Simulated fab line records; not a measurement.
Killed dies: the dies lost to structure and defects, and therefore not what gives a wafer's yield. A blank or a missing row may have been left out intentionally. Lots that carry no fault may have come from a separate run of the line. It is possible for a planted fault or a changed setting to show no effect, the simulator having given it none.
Which tool is to blame? ; flow n5_finfet ; 31 wafers from 11 lots sampled at 4 of the route's 1938 steps

== WHAT THE GAUGES READ, wafer by wafer ==
N5_BEOL_M14_THK_MEAS_01.
lot;measured;on;M14_ILD_THK (nm)
L335;day 11 09:09;film_metro-01;1111 1128 1139
L336;day 11 14:14;film_metro-02;1106 1130 1119
L338;day 11 19:46;film_metro-01;1116 1136 1111
L339;day 12 17:34;film_metro-02;1107 1123 1126
L343;day 14 16:03;film_metro-02;1118 890
L342;day 14 23:18;film_metro-01;1100 888
L349;day 15 19:29;film_metro-02;1112 1133 1154
L350;day 16 10:53;film_metro-01;1105 1113 1121
L352;day 16 11:53;film_metro-01;1139 1129 1128
L355;day 16 17:26;film_metro-01;1118 1135 1128
L357;day 17 23:07;film_metro-02;1094 1089 1115

== WHAT TOOL EACH LOT RAN ON (gives the tool, then ch and the chambers of the sampled wafers, and finally the start) ==
lot;N5_BEOL_M13_ETCH_67;N5_BEOL_M13_DEGAS_41;N5_BEOL_M14_ILD_DEP_00
L335;rie_diel-04 ch 0,2,3, day 11 04:42;pvd_sputter-01, day 11 07:34;pecvd-01 ch 0,1, day 11 08:52
L336;rie_diel-04 ch 0,2,3, day 11 10:02;pvd_sputter-01, day 11 12:40;pecvd-01 ch 0,1, day 11 13:58
L338;rie_diel-03 ch 1,3, day 11 12:51;pvd_sputter-01, day 11 18:16;pecvd-02 ch 0,1,2, day 11 19:34
L339;rie_diel-03 ch 0,1, day 12 14:48;pvd_sputter-02, day 12 15:50;pecvd-02 ch 0,2, day 12 17:23
L343;rie_diel-03 ch 2, day 14 13:23;pvd_sputter-01, day 14 14:32;pecvd-02 ch 1, day 14 15:52
L342;rie_diel-05 ch 1,2, day 14 17:29;pvd_sputter-02, day 14 21:46;pecvd-02 ch 1,2, day 14 23:07
L349;rie_diel-05 ch 1,2, day 15 17:02;pvd_sputter-02, day 15 17:58;pecvd-01 ch 0,1,2, day 15 19:17
L350;rie_diel-04 ch 0,1,2, day 16 07:37;pvd_sputter-01, day 16 09:24;pecvd-01 ch 0,1,2, day 16 10:42
L352;rie_diel-03 ch 0,2,3, day 16 08:22;pvd_sputter-03, day 16 10:23;pecvd-01 ch 0,1,2, day 16 11:46
L355;rie_diel-04 ch 1,2, day 16 14:16;pvd_sputter-03, day 16 15:54;pecvd-03 ch 0,2, day 16 17:15
L357;rie_diel-04 ch 0,2,3, day 17 19:59;pvd_sputter-03, day 17 21:37;pecvd-02 ch 0,1, day 17 22:55
- N5_BEOL_M13_ETCH_67: etches SiARC in CF4, target depth 143 nm, time 238.3 s.
- N5_BEOL_M13_DEGAS_41: time 60 s.
- N5_BEOL_M14_ILD_DEP_00: deposits SiO2 from TEOS/O2, target thk 1119.3 nm, time 237.4 s.

== THE ANSWER, worked out from the rows above alone ==
Rule: the lots themselves supply what counts as usual. Put in order of their means at a reading, lots are off if they are a third of the lots or fewer, leave a main group of 4 or more, and stand apart from it by a gap of 3 or more times the standard deviation of the main group's means; of several such gaps the widest counts. If all means in a main group match to the digits the tables above print for the reading, that group is not used. Also off: a lot with no number at a reading for which 4 or more lots have one. Where the step has rows for the other lots, those lots are counted as sound.
Off: L343, L342, seen at N5_BEOL_M14_THK_MEAS_01 (M14_ILD_THK). The main group: mean 1121 nm, standard deviation 9.8.
If a tool, at a process step before that reading, ran all the lots that are off and no sound lot after the first of them, it fits. The gauges at N5_BEOL_M14_THK_MEAS_01 are tried like those tools. None of those tried fits.

== WHAT WAS PUT IN BY THE SIMULATOR ==
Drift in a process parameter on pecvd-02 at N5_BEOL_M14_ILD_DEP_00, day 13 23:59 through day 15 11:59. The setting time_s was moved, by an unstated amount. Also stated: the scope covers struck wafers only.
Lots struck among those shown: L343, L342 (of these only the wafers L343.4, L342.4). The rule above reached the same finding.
